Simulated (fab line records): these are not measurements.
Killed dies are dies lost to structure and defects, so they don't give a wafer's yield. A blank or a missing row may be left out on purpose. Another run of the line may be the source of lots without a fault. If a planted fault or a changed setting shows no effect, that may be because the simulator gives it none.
Problem report in the 8D (eight disciplines) form, filled by code + flow nandHarc + the parts of the form that need people (team, actions taken, sign-off) are left out

## 1. THE PROBLEM
At NHARC_P_M1_CD_MEAS_09, cdNm averages 146.1 nm over 2 wafers from 2 lots, while fault-free wafers read 130.1 nm, standard deviation 0.56. Relative to the usual mean, that is a shift of +28 standard deviations.
The step: target cd 130 nm.
The first sign was on wafer L883.3 at day 10 03:29, on cdSem-01. The record has a number at this step for 42 wafers belonging to 14 lots. Rule for "out" (also "out of limits"): further than 4 standard deviations from the usual mean. The other wafers with a number count as sound.

## 2. WHAT IT IS; WHAT IT IS NOT
| question                    | is                 | is not                                                                 |
|-----------------------------|--------------------|------------------------------------------------------------------------|
| which readings at this step | cdNm               | -                                                                      |
| which lots                  | L883, L887         | L869, L870, L871, L872, L873, L874, L875, L876, L877, L878, L881, L884 |
| which wafers of those lots  | L883.3, L887.3     | L883.1, L883.4, L887.1, L887.2                                         |
| read on which gauges        | cdSem-01, cdSem-03 | cdSem-02                                                               |
| when                        | from day 10 03:29  | up to then (38 sound wafers); but 2 sound wafers of L887 came after    |

## 3. WHAT RULES OUT EACH SUSPECT
Counting: a tool at a process step up to the reading stays a suspect if it ran every lot that is out. Sound lots after the first of them don't rule it out here, since some wafers of a struck lot are sound.
- ruled out: the gauge at NHARC_P_M1_CD_MEAS_09. The wafers that are out were read on 2 gauges (cdSem-01, cdSem-03).
- lithoTrack-04 at NHARC_P_M1_PEB_07 (peb time 65 s): kept. Ran every lot that is out, first one L883 (day 10 03:25); last sound lot up to then L881 (day 9 09:34).
After counting, what remains is lithoTrack-04 at NHARC_P_M1_PEB_07.

## 4. THE CAUSE (what the simulator had put in)
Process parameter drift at NHARC_P_M1_PEB_07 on lithoTrack-04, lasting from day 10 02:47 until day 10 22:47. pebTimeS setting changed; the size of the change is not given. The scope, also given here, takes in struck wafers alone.
This tool alone remained once counting was done.

## 5. THE EFFECT CHAIN, in route order
Each row: a reading where the mean over the struck wafers with a number is more than 3 standard deviations away from the usual. Only readings whose record carries a usual standard deviation are examined. hours: median over the lots of the time between each lot's start at the first step of this table that gives one and its start at this step. sigmas: the change, counted in usual standard deviations.
| hours | step                  | reading | usual    | on struck wafers | change | sigmas |
|-------|-----------------------|---------|----------|------------------|--------|--------|
| 0     | NHARC_P_M1_CD_MEAS_09 | cdNm    | 130.1 nm | 146.1            | +16.0  | +28    |

## 6. HOW IT WOULD HAVE BEEN CAUGHT EARLIER
In this record the first reading out of limits at a measuring or inspecting step was taken at day 10 03:29, 1 hour after the fault began at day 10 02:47.
Among the 2 lots that are out, L887 began NHARC_P_M1_PEB_07 on lithoTrack-04 after day 10 03:29. It would have been spared by a hold on the tool at that moment.
